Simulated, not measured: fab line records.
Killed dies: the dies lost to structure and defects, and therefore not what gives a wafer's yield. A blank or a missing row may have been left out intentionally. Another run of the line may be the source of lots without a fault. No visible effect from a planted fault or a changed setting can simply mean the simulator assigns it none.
fab line records	flow n5-finfet
record lots=11	wafers=32	last-day=17
route steps=1938 shown BEOL_M15@1804
lots that met no fault: from a run of the same line without faults
start-h: start of the lot's first displayed wafer, in hours after the record's first day	wait-h: hours since the lot's step before	" unchanged from the row above	L1.1+2: one row covering several wafers at once	- no value, or no start was given	* or withheld: withheld	< > ~ a bound
route shown NAME@n: a module of which the file shows steps, and the number in the route of the first	usual: mean and standard deviation over wafers with no fault	same: alike in all rows	chamber/n: place in a boat	sites: the reading at each site	_std_site: standard deviation of those values	_edge_site: inner sites' mean taken away from outer sites' mean	radius-mm: for every site, how far away it sits from the centre of the wafer	mask NAME#n: copy n	behind: the most recent tool/chamber to have shaped the wafer	hold: why the lot went on hold/how many hours it stayed there/how the hold came to an end	device: names the non-switching transistor (n, p or np)	end of line: the tests these same wafers got at the end of their route	a step with no rows: only its recipe	killed: at the first sort, the dies lost to defects and structure; wafer yield is something else	map: per-die view of a wafer (x killed, . not killed, _ where there is no die)
set.NAME: setting as actually run; set.NAME@STEP: the setting as run at that earlier step	model.NAME: the simulator's own value behind a step, which no gauge read
one table for each step of the route and one row for each wafer, over a sample of lots
services: from which hour (start-h, from the record's first day; less than 0 if before it) a tool's chamber was out of use, for how many hours, and why
## steps
# step N5_BEOL_M15_CD_MEAS_28
# recipe target-cd-nm=407.6	landing-energy-ev=500	detector=se-inlens
# usual cd-nm=408.0/1.9
lot.wafer	tool	chamber	start-h	wait-h	cd-nm
L270.1	cd-sem-02	0	228.12	-	405.3
L270.3	"	0	"	"	407.5
L270.5	"	0	"	"	406.4
L273.1	cd-sem-02	0	250.95	-	407.4
L273.4	"	0	"	"	409.2
L273.6	"	0	"	"	408.4
L274.1	cd-sem-01	0	269.06	-	409.1
L274.2	"	0	"	"	410.6
L274.3	"	0	"	"	408.5
L276.1	cd-sem-02	0	286.24	-	407.3
L276.2	"	0	"	"	407.4
L276.6	"	0	"	"	406.7
L278.3	cd-sem-02	0	315.40	-	409.7
L278.4	"	0	"	"	408.5
L278.5	"	0	"	"	407.6
L279.1	cd-sem-02	0	317.30	-	408.0
L279.3	"	0	"	"	406.7
L279.5	"	0	"	"	406.2
L280.1	cd-sem-01	0	318.69	-	411.2
L280.3	"	0	"	"	410.4
L280.5	"	0	"	"	411.7
L281.2	cd-sem-01	0	321.85	-	408.3
L281.4	"	0	"	"	408.3
L281.5	"	0	"	"	406.9
L284.1	cd-sem-01	0	341.21	-	410.0
L284.5	"	0	"	"	410.4
L286.1	cd-sem-01	0	359.56	-	408.3
L286.2	"	0	"	"	409.1
L286.3	"	0	"	"	407.8
L290.2	cd-sem-01	0	374.44	-	409.9
L290.3	"	0	"	"	408.6
L290.5	"	0	"	"	410.1
# step N5_BEOL_M15_DESCUM_33
# recipe chemistry=O2	time-s=7.9	source-power-w=50	bias-power-w=20	pressure-mtorr=20	rf-frequency-hz=2.712e+07	temp-c=40	o2-flow-sccm=225
# usual drypump-motor-current-A=5.8/0.48	oes-product-au=0.78/0.073	rf-vpp-V=243.2/1.5	showerhead-plenum-p-Torr=2.10/0.076	throttle-valve-pct=20.47/0.22
lot.wafer	tool	chamber	start-h	wait-h	drypump-motor-current-A	oes-product-au	rf-hours-counter-h	rf-vpp-V	showerhead-plenum-p-Torr	throttle-valve-pct
L270.1	rie-diel-05	1	228.21	0.0	5.8	0.74	196	243.8	2.17	20.64
L270.3	"	2	"	"	5.4	0.73	196	242.2	2.07	20.76
L270.5	"	0	"	"	5.6	0.94	-	242.3	2.06	20.08
L273.1	rie-diel-02	2	251.04	0.0	5.1	0.80	97	241.7	2.03	20.35
L273.4	"	1	"	"	5.5	0.73	184	244.4	2.17	20.58
L273.6	"	0	"	"	5.1	0.89	-	245.0	2.21	20.59
L274.1	rie-diel-06	3	269.15	0.0	6.6	0.81	104	242.5	2.03	20.48
L274.2	"	2	"	"	6.5	0.74	177	244.2	2.08	20.56
L274.3	"	1	"	"	5.5	0.71	207	241.2	1.98	20.40
L276.1	rie-diel-02	0	286.43	0.1	5.1	0.86	51	247.0	2.21	20.60
L276.2	"	1	"	"	5.5	0.72	195	244.9	2.17	20.59
L276.6	"	2	"	"	5.1	0.79	-	241.9	2.02	20.34
L278.3	rie-diel-02	3	317.14	1.7	6.5	0.85	55	243.6	2.14	20.26
L278.4	"	3	"	"	6.6	0.85	-	243.4	2.14	20.25
L278.5	"	2	"	"	5.1	0.77	-	242.7	2.02	20.38
L279.1	rie-diel-06	2	318.96	1.6	6.5	0.75	186	243.5	2.08	20.57
L279.3	"	3	"	"	6.5	0.80	115	241.7	2.03	20.53
L279.5	"	1	"	"	5.5	0.71	-	239.7	1.98	20.39
L280.1	rie-diel-05	3	319.34	0.6	5.7	0.89	32	246.6	2.23	20.36
L280.3	"	2	"	"	5.4	0.71	223	242.9	2.06	20.81
L280.5	"	0	"	"	5.7	0.88	-	242.2	2.05	20.11
L281.2	rie-diel-06	3	322.18	0.3	6.5	0.79	116	242.0	2.03	20.51
L281.4	"	0	"	"	5.7	0.81	80	243.4	2.11	20.09
L281.5	"	3	"	"	6.5	0.79	-	241.6	2.02	20.52
L284.1	rie-diel-02	2	341.31	0.0	5.0	0.76	128	241.6	2.02	20.38
L284.5	"	2	"	"	5.1	0.77	-	240.9	2.02	20.40
L286.1	rie-diel-05	0	359.74	0.1	5.6	0.87	55	242.3	2.05	20.14
L286.2	"	1	"	"	5.9	0.70	234	243.6	2.15	20.69
L286.3	"	3	"	"	5.7	0.87	44	244.5	2.22	20.36
L290.2	rie-diel-05	0	374.53	0.0	5.6	0.85	61	242.0	2.04	20.14
L290.3	"	1	"	"	5.9	0.71	240	245.2	2.15	20.71
L290.5	"	1	"	"	5.8	0.70	-	243.8	2.15	20.71
# step N5_BEOL_M15_SPUTTER_43
# recipe material=TaN	target-thk-a=150	temp-c=50	bias-v=168.6	power-w=15000	chamber-pressure-pa=0.12	time-s=24.19
# usual throttle-valve-pct=29.7/1.1
lot.wafer	tool	chamber	start-h	wait-h	throttle-valve-pct
L270.1	pvd-sputter-03	-	229.70	0.0	31.2
L270.3	"	-	"	"	29.6
L270.5	"	-	"	"	31.3
L273.1	pvd-sputter-02	-	253.13	0.0	30.0
L273.4	"	-	"	"	30.5
L273.6	"	-	"	"	30.4
L274.1	pvd-sputter-03	-	270.64	0.0	31.2
L274.2	"	-	"	"	30.0
L274.3	"	-	"	"	28.1
L276.1	pvd-sputter-01	-	288.80	0.0	29.0
L276.2	"	-	"	"	30.0
L276.6	"	-	"	"	31.0
L278.3	pvd-sputter-03	-	319.05	0.0	28.1
L278.4	"	-	"	"	31.2
L278.5	"	-	"	"	28.3
L279.1	pvd-sputter-03	-	321.42	0.0	27.7
L279.3	"	-	"	"	31.4
L279.5	"	-	"	"	27.9
L280.1	pvd-sputter-03	-	322.10	0.0	31.4
L280.3	"	-	"	"	28.0
L280.5	"	-	"	"	31.2
L281.2	pvd-sputter-03	-	327.00	0.0	31.4
L281.4	"	-	"	"	31.1
L281.5	"	-	"	"	28.0
L284.1	pvd-sputter-03	-	345.43	0.0	28.0
L284.5	"	-	"	"	31.4
L286.1	pvd-sputter-02	-	362.06	0.0	28.6
L286.2	"	-	"	"	28.7
L286.3	"	-	"	"	30.0
L290.2	pvd-sputter-01	-	382.81	0.0	28.8
L290.3	"	-	"	"	30.1
L290.5	"	-	"	"	31.0
# step N5_BEOL_M15_SPUTTER_44
# recipe material=Ta	target-thk-a=150	temp-c=50	bias-v=80	power-w=15000	chamber-pressure-pa=0.07	time-s=24.19
# usual throttle-valve-pct=29.7/1.1
lot.wafer	tool	chamber	start-h	wait-h	throttle-valve-pct
L270.1	pvd-sputter-03	-	229.78	0.0	31.3
L270.3	"	-	"	"	29.9
L270.5	"	-	"	"	31.4
L273.1	pvd-sputter-02	-	253.21	0.0	30.0
L273.4	"	-	"	"	30.5
L273.6	"	-	"	"	30.4
L274.1	pvd-sputter-03	-	270.72	0.0	31.2
L274.2	"	-	"	"	30.0
L274.3	"	-	"	"	27.8
L276.1	pvd-sputter-01	-	288.88	0.0	28.7
L276.2	"	-	"	"	30.1
L276.6	"	-	"	"	30.9
L278.3	pvd-sputter-03	-	319.13	0.0	28.0
L278.4	"	-	"	"	31.3
L278.5	"	-	"	"	27.8
L279.1	pvd-sputter-03	-	321.50	0.0	28.0
L279.3	"	-	"	"	31.1
L279.5	"	-	"	"	28.2
L280.1	pvd-sputter-03	-	322.18	0.0	31.2
L280.3	"	-	"	"	28.0
L280.5	"	-	"	"	31.1
L281.2	pvd-sputter-03	-	327.08	0.0	31.2
L281.4	"	-	"	"	31.4
L281.5	"	-	"	"	28.1
L284.1	pvd-sputter-03	-	345.51	0.0	27.7
L284.5	"	-	"	"	31.3
L286.1	pvd-sputter-02	-	362.14	0.0	28.4
L286.2	"	-	"	"	29.1
L286.3	"	-	"	"	29.9
L290.2	pvd-sputter-01	-	382.89	0.0	28.8
L290.3	"	-	"	"	30.0
L290.5	"	-	"	"	30.9
# step N5_BEOL_M15_CMP_49
# recipe stop-on=SiO2	t-overpolish-s=4.9	down-force-psi=2	platen-rpm=80	clearing-platen-down-force-psi=2	clearing-platen-rpm=80	post-cmp-clean=cu-alkaline	target-thk-nm=850	clearing-platen-pad-velocity-m-s=1.5917	pad-velocity-m-s=1.5917
# usual barrier-field-endpoint-s=11.32/0.28	motor-current-A=8.3/0.81
lot.wafer	tool	chamber	start-h	wait-h	barrier-field-endpoint-s	motor-current-A
L270.3	cmp-04	2	230.70	0.2	11.01	7.3
L270.1	"	3	"	"	11.56	8.2
L270.5	"	1	"	"	11.65	9.3
L273.4	cmp-01	3	254.19	0.3	11.50	8.0
L273.1	"	2	"	"	11.11	9.6
L273.6	"	3	"	"	11.25	8.3
L274.1	cmp-04	1	271.46	0.3	11.67	9.0
L274.2	"	2	"	"	11.50	7.1
L274.3	"	0	"	"	11.57	7.4
L276.2	cmp-03	0	289.65	0.2	11.34	8.2
L276.1	"	2	"	"	11.30	7.3
L276.6	"	3	"	"	11.42	8.9
L278.3	cmp-03	3	319.99	0.2	11.60	8.7
L278.4	"	1	"	"	11.00	6.9
L278.5	"	3	"	"	11.32	8.9
L279.3	cmp-03	3	322.57	0.3	10.95	8.7
L279.1	"	0	"	"	10.95	8.6
L279.5	"	1	"	"	10.81	6.9
L280.3	cmp-01	3	323.10	0.2	11.50	8.3
L280.1	"	1	"	"	11.54	9.4
L280.5	"	2	"	"	15.00	9.0
L281.4	cmp-01	1	327.82	0.1	11.52	8.9
L281.2	"	0	"	"	11.44	8.7
L281.5	"	2	"	"	14.73	8.9
L284.1	cmp-04	3	346.57	0.3	11.85	8.1
L284.5	"	3	"	"	15.38	7.9
L286.3	cmp-03	1	363.19	0.2	11.34	7.2
L286.2	"	2	"	"	11.34	7.1
L286.1	"	3	"	"	11.32	8.6
L290.2	cmp-01	3	383.74	0.2	11.34	8.3
L290.3	"	2	"	"	11.24	9.5
L290.5	"	0	"	"	11.36	8.9
## services
tool	chamber	start-h	hours	kind
cmp-04	-	212.57	4.0	pm
cmp-04	-	253.81	6.2	pm
cmp-01	-	263.13	2.2	repair
cmp-03	-	263.69	4.0	pm
cmp-01	-	266.86	4.0	pm
cmp-03	-	267.69	-	consumable-replace:conditioner
cmp-03	-	267.69	-	consumable-replace:pad
cmp-03	-	269.16	8.9	pm
cmp-01	-	270.86	-	consumable-replace:conditioner
cmp-01	-	270.86	-	consumable-replace:pad
rie-diel-06	2	297.63	7.9	repair
rie-diel-05	3	298.23	8.0	repair
rie-diel-06	-	302.99	14.6	pm
rie-diel-02	0	316.48	3.8	repair
rie-diel-06	0	329.38	30.4	repair
rie-diel-02	0	333.06	3.4	repair
rie-diel-06	2	337.79	6.0	repair
pvd-sputter-03	-	340.21	4.5	repair
rie-diel-02	2	359.03	13.7	repair
rie-diel-05	2	368.61	5.7	repair
cmp-03	-	369.36	3.7	pm
cmp-03	-	373.37	1.0	repair
cmp-01	-	374.74	0.5	repair
rie-diel-06	0	383.07	8.4	repair
## key
first-sign step=N5_BEOL_M15_CMP_49	reading=barrier-field-endpoint-s	direction=up	sigmas=13	usual=11.32	struck=15.04
effect none on later readings
met-at N5_BEOL_M15_SPUTTER_44
struck-lots L280,L281,L284
struck-wafers L280.5,L281.5,L284.5
not-acting-at N5_BEOL_M15_CD_MEAS_28,N5_BEOL_M15_DESCUM_33,N5_BEOL_M15_SPUTTER_43
onset-between 321.50 322.18
fault kind=process-parameter-drift	tool=pvd-sputter-03	chamber=-	onset-h=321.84	steps=N5_BEOL_M15_SPUTTER_44	channel=time-s	offset=*	shape=step	end-h=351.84	scope=struck-wafers-only	acts-in=*	stated=*
